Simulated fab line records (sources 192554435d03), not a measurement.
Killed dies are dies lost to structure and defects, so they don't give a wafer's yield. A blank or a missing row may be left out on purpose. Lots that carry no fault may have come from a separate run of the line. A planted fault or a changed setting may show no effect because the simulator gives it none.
Split-lot experiment ; flow n5 finfet ; route with 1938 steps; 7 lots, 39 wafers read

== SPLIT DETAILS ==
At N5_FIN_SAQP_HM_DEP_03 (deposits SiNx from SiH4/NH3/N2, target thk 38 nm, time 33.6 s), the setting target thk a was moved away from the recipe's 380 angstrom on 15 of the 39 wafers read, by -55.6% to +58.2%. All remaining wafers had this setting at the recipe value.

== FROM THE SPLIT TO THE READING: what the file shows between them, 4 steps ==
- N5_FIN_SAQP_THK_MEAS_05
- N5_FIN_SAQP_PECVD_47: deposits a-Si from SiH4/He, target thk 45 nm, time 36.3 s
- N5_FIN_SAQP_PECVD_48: deposits SiNx from SiH4/NH3/N2, target thk 25 nm, time 22.1 s
- N5_FIN_SAQP_MANDREL2_REMOVE_60: chemistry HBr/Cl2/O2, target a-Si, stops on SiNx, bt time 10 s

== THE READING ==
etch.depth nm (the simulator's own value, which no gauge read), in nm, at N5_FIN_SAQP_HM_OPEN_33 (chemistry CH3F/O2, target SiNx, target depth 49.4 nm, time 70.6 s). The file does not state a usual value for it. Across the 24 wafers here that went through the recipe, the average is 37.50 nm and the standard deviation 0.55 nm.

wafer;tool, chamber at the split;target thk a as run, angstrom;against the recipe;etch.depth nm, nm;against lot-mates on the recipe
L075.1;pecvd-03, 1;380;recipe;37.53;-
L075.2;pecvd-03, 0;380;recipe;36.55;-
L075.3;pecvd-03, 2;380;recipe;37.18;-
L075.4;pecvd-03, 1;380;recipe;37.89;-
L075.5;pecvd-03, 0;380;recipe;37.7;-
L075.6;pecvd-03, 2;380;recipe;38.01;-
L079.1;pecvd-02, 0;380;recipe;37.28;-
L079.3;pecvd-02, 1;380;recipe;37.34;-
L079.6;pecvd-02, 0;380;recipe;38.2;-
L080.1;pecvd-04, 2;168.7;-55.6%;15.89;-21.34
L080.2;pecvd-04, 1;380;recipe;36.85;-
L080.3;pecvd-04, 0;168.7;-55.6%;16.18;-21.05
L080.4;pecvd-04, 0;168.7;-55.6%;16.19;-21.04
L080.5;pecvd-04, 2;380;recipe;37.4;-
L080.6;pecvd-04, 1;380;recipe;37.44;-
L083.1;pecvd-03, 1;539.4;+41.9%;53.45;+15.09
L083.2;pecvd-03, 2;539.4;+41.9%;53.68;+15.32
L083.3;pecvd-03, 0;539.4;+41.9%;53.49;+15.13
L083.4;pecvd-03, 0;380;recipe;38.15;-
L083.5;pecvd-03, 2;380;recipe;38.41;-
L083.6;pecvd-03, 1;380;recipe;38.52;-
L084.1;pecvd-03, 0;310.3;-18.3%;30.35;-7.32
L084.2;pecvd-03, 1;380;recipe;37.43;-
L084.3;pecvd-03, 2;380;recipe;37.35;-
L084.4;pecvd-03, 0;380;recipe;38.22;-
L084.5;pecvd-03, 1;310.3;-18.3%;31.33;-6.34
L084.6;pecvd-03, 2;310.3;-18.3%;30.95;-6.72
L092.1;pecvd-02, 2;291.3;-23.3%;27.58;-9.74
L092.2;pecvd-02, 0;380;recipe;36.87;-
L092.3;pecvd-02, 1;291.3;-23.3%;28.1;-9.22
L092.4;pecvd-02, 1;291.3;-23.3%;28.83;-8.49
L092.5;pecvd-02, 2;380;recipe;37.64;-
L092.6;pecvd-02, 0;380;recipe;37.46;-
L093.1;pecvd-02, 1;380;recipe;36.4;-
L093.2;pecvd-02, 2;601.1;+58.2%;59.21;+22.33
L093.3;pecvd-02, 0;601.1;+58.2%;58.86;+21.98
L093.4;pecvd-02, 2;380;recipe;37.18;-
L093.5;pecvd-02, 0;601.1;+58.2%;59.55;+22.67
L093.6;pecvd-02, 1;380;recipe;37.07;-

FIT RESULTS
A straight line over all 39 wafers: etch.depth nm changes by +0.38 nm for each +1% of target thk a; r = +1.00; the points scatter about the line by 0.53 nm.
The same after taking each lot's own level away (the mean of its wafers on the recipe; 39 wafers): +0.378 nm for each +1%; r = +1.00; scatter 0.44 nm.
According to that fit, moving target thk a by its largest amount changes the reading by 22 nm.
From 36.883 to 38.360 nm: that is the span of the lots' own levels, equal to 2.7 times the standard deviation above.
The two slopes are in agreement: the lot-to-lot level therefore moves the slope only a little.
Check: +21.9 nm against its lot-mates is what the line predicts for one of the wafers moved furthest among these (+58.2%) when that wafer is left out of the fit. Against them it came out at +22.3 nm.

== THE OTHER SPLITS THESE WAFERS WENT THROUGH ==
These wafers also went through other splits before the reading. Each is held against what the fit with the lots' levels taken away leaves over:
other split on the same wafers;wafers away from the commonest value;r with etch.depth nm (lot level and that fit taken away)
N5_ZERO_LAYER_PECVD_02 time s;18;-0.18

== THE WHOLE CHAIN: every reading that the file lists as answering this split, in the file's order ==
step;what it does;reading;change (the file's fit);r (the file's)
N5_FIN_SAQP_HM_DEP_03;deposits SiNx from SiH4/NH3/N2, target thk 38 nm, time 33.6 s;SiNx_of_FIN_SAQP_HM_DEP_03.thk nm (the simulator's own value, which no gauge read);+0.379 nm for each +1% of the setting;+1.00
N5_FIN_SAQP_THK_MEAS_05;;thk nm;withheld for each +1% of the setting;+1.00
N5_FIN_SAQP_HM_OPEN_33;chemistry CH3F/O2, target SiNx, target depth 49.4 nm, time 70.6 s;etch rf on time s;withheld for each +1% of the setting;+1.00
N5_FIN_SAQP_HM_OPEN_33;chemistry CH3F/O2, target SiNx, target depth 49.4 nm, time 70.6 s;etch.depth nm (the simulator's own value, which no gauge read);+0.378 nm for each +1% of the setting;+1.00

== THE FILE'S OWN FIT ==
etch.depth nm changes by +0.378 nm for each +1% of target thk a, r = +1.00.
